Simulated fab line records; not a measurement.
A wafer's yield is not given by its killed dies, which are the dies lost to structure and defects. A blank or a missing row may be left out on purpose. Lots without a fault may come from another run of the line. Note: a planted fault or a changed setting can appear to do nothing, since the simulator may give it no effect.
Which of the tools did it? | flow n5_finfet | 33 wafers from 11 lots sampled at 4 of the route's 1938 steps

WHAT EACH GAUGE READ, for each wafer
N5_BEOL_M4_RC_MEAS_101.
lot  | measured     | on        | DIBL_N (mV/V)
L220 | day 7 20:59  | prober-02 | 35.8 38.3 36.7
L221 | day 8 03:10  | prober-01 | 38.3 36.7 36.8
L222 | day 8 15:29  | prober-01 | 37.4 34.2 36.5
L224 | day 9 19:38  | prober-02 | 38.0 37.2 37.7
L225 | day 9 09:45  | prober-02 | 35.2 37.9 36.1
L231 | day 10 15:59 | prober-02 | 35.2 36.1 38.4
L235 | day 12 15:24 | prober-01 | 38.6 38.1 38.4
L238 | day 12 19:00 | prober-01 | 37.9 38.4 39.1
L240 | day 13 02:41 | prober-02 | 38.5 38.7 38.1
L242 | day 13 22:22 | prober-02 | 35.7 33.3 35.0
L243 | day 14 04:43 | prober-02 | 36.6 37.2 34.9

EACH LOT AND THE TOOL THAT RAN IT (in order: tool; ch and the chambers of the sampled wafers; start)
lot  | N5_BEOL_M1_SPUTTER_90        | N5_BEOL_M1_SPUTTER_92        | N5_BEOL_M1_SPUTTER_96
L220 | pvd_sputter-02, day 6 10:19  | pvd_sputter-02, day 6 10:32  | pvd_sputter-02, day 6 10:58
L221 | pvd_sputter-03, day 6 14:13  | pvd_sputter-03, day 6 14:26  | pvd_sputter-03, day 6 14:52
L222 | pvd_sputter-01, day 7 01:13  | pvd_sputter-01, day 7 01:26  | pvd_sputter-01, day 7 01:52
L224 | pvd_sputter-02, day 7 17:25  | pvd_sputter-02, day 7 17:38  | pvd_sputter-02, day 7 18:05
L225 | pvd_sputter-02, day 7 19:30  | pvd_sputter-02, day 7 19:43  | pvd_sputter-02, day 7 20:10
L231 | pvd_sputter-02, day 9 07:15  | pvd_sputter-02, day 9 07:28  | pvd_sputter-02, day 9 07:55
L235 | pvd_sputter-02, day 10 20:19 | pvd_sputter-02, day 10 20:32 | pvd_sputter-02, day 10 20:58
L238 | pvd_sputter-02, day 10 23:49 | pvd_sputter-02, day 11 00:02 | pvd_sputter-02, day 11 00:28
L240 | pvd_sputter-03, day 11 14:59 | pvd_sputter-03, day 11 15:12 | pvd_sputter-03, day 11 15:38
L242 | pvd_sputter-01, day 12 03:10 | pvd_sputter-01, day 12 03:23 | pvd_sputter-01, day 12 03:49
L243 | pvd_sputter-03, day 12 10:38 | pvd_sputter-03, day 12 10:51 | pvd_sputter-03, day 12 11:17
- N5_BEOL_M1_SPUTTER_90: material Cu, target thk 4.5 nm, time 8.29 s.
- N5_BEOL_M1_SPUTTER_92: material Cu, target thk 4.5 nm, time 8.29 s.
- N5_BEOL_M1_SPUTTER_96: material Cu, target thk 4.5 nm, time 8.29 s.

THE ANSWER, worked out from the rows above alone
Rule: what is usual is taken from the lots themselves. Put in order of their means at a reading, lots are off if they are a third of the lots or fewer, leave a main group of 4 or more, and stand apart from it by a gap of 3 or more times the standard deviation of the main group's means; of several such gaps the widest counts. Not used: any main group whose means are identical at the precision the tables above print for the reading. Also off: a lot with no number at a reading for which 4 or more lots have one. Any other lot the step has rows for is counted as sound.
No lot is off on any of the readings shown, so nothing can be concluded from this.

WHAT HAD BEEN PUT IN BY THE SIMULATOR
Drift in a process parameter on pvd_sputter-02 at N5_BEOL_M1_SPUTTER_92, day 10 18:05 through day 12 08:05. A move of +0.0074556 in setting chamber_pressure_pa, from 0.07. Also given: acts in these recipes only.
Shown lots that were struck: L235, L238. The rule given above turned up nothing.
